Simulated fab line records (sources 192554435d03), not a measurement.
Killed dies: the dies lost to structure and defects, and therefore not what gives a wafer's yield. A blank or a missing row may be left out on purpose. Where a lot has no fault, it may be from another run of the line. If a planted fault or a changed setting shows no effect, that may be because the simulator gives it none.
Lot-split experiment	flow n5Finfet	21 wafers read from 7 lots, route of 1938 steps

## SPLIT DETAILS
At N5_BEOL_M0_SAQP_ETCH_84 (etches SOC in N2/H2, target depth 100 nm, overetch 20 nm, time 150 s), the setting timeS was moved away from the recipe's 150 s on 9 of the 21 wafers read, by -16.4% to +13.6%. All remaining wafers had this setting at the recipe value.

The split's own step is where the reading is taken.

## THE READING
SiARC_of_BEOL_M0_SAQP_COAT_82.thkNm (the simulator's own value, which no gauge read), in nm, at N5_BEOL_M0_SAQP_ETCH_84 (etches SOC in N2/H2, target depth 100 nm, overetch 20 nm, time 150 s). The file does not state a usual value for it. Here, 12 wafers ran the recipe; their average is 24.2 nm with a standard deviation of 0.28 nm.

wafer	tool, chamber at the split	timeS as run, s	against the recipe	SiARC_of_BEOL_M0_SAQP_COAT_82.thkNm, nm	against lot-mates on the recipe
L079.3	rieDiel-01, 1	150	recipe	24	-
L079.5	rieDiel-01, 0,2	150	recipe	24.2	-
L079.6	rieDiel-01, 0,2	150	recipe	24.2	-
L084.1	rieDiel-05, 3,2	168.4	+12.3%	23.8	-0.8
L084.6	rieDiel-05, 3,2	168.4	+12.3%	23.8	-0.8
L084.2	rieDiel-05, 1	150	recipe	24.6	-
L085.2	rieDiel-01, 1	150	recipe	24.2	-
L085.5	rieDiel-01, 2	150	recipe	24	-
L085.6	rieDiel-01, 3	150	recipe	23.8	-
L091.1	rieDiel-01, 3	150	recipe	23.8	-
L091.4	rieDiel-01, 0	125.4	-16.4%	25.2	+1.2
L091.5	rieDiel-01, 0	150	recipe	24.2	-
L092.3	rieDiel-04, 2,0	128.6	-14.3%	25	+0.6
L092.5	rieDiel-04, 2,0	128.6	-14.3%	25	+0.6
L092.4	rieDiel-04, 2	150	recipe	24.4	-
L096.2	rieDiel-05, 2	160.9	+7.3%	23.8	-0.4
L096.3	rieDiel-05, 3	150	recipe	24.2	-
L096.4	rieDiel-05, 1	160.9	+7.3%	24	-0.2
L097.1	rieDiel-04, 1,2	170.4	+13.6%	23.8	-1.0
L097.2	rieDiel-04, 1,2	170.4	+13.6%	23.8	-1.0
L097.4	rieDiel-04, 1	150	recipe	24.8	-
The file does not say which wafer passed through which chamber wherever a row lists several chambers: such a row stands for several wafers.

FIT RESULTS
A straight line over all 21 wafers: SiARC_of_BEOL_M0_SAQP_COAT_82.thkNm changes by -0.0452 nm for each +1% of timeS; r = -0.85; the points scatter about the line by 0.25 nm.
The same after taking each lot's own level away (the mean of its wafers on the recipe; 21 wafers): -0.0602 nm for each +1%; r = -0.96; scatter 0.16 nm.
The reading moves by 0.99 nm for the largest change in timeS, on that fit.
The lots' own levels span 24.00 to 24.80 nm, that is 2.8 times the standard deviation above.
So the slope is not independent of the lot-to-lot level: the two fits are not the same.
Check: with one of the wafers moved furthest among these (-16.4%) left out of the fit, the line predicts +0.88 nm for it against its lot-mates. It came out at +1.2 nm against them.

## OTHER SPLITS ON THESE WAFERS
Other splits were also applied to these wafers ahead of the reading. Each is held against what the fit with the lots' levels taken away leaves over:
other split on the same wafers	wafers away from the commonest value	r with SiARC_of_BEOL_M0_SAQP_COAT_82.thkNm (lot level and that fit taken away)
N5_MOL_CONTACT_COAG_VIA_ETCH_46 biasW	8	-0.20
N5_BEOL_M0_SAQP_ILD_DEP_01 timeS	6	+0.07
N5_BEOL_M0_SAQP_PECVD_96 timeS	8	-0.19

## FILE'S OWN FIT
SiARC_of_BEOL_M0_SAQP_COAT_82.thkNm changes by -0.0625 nm for each +1% of timeS, r = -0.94.
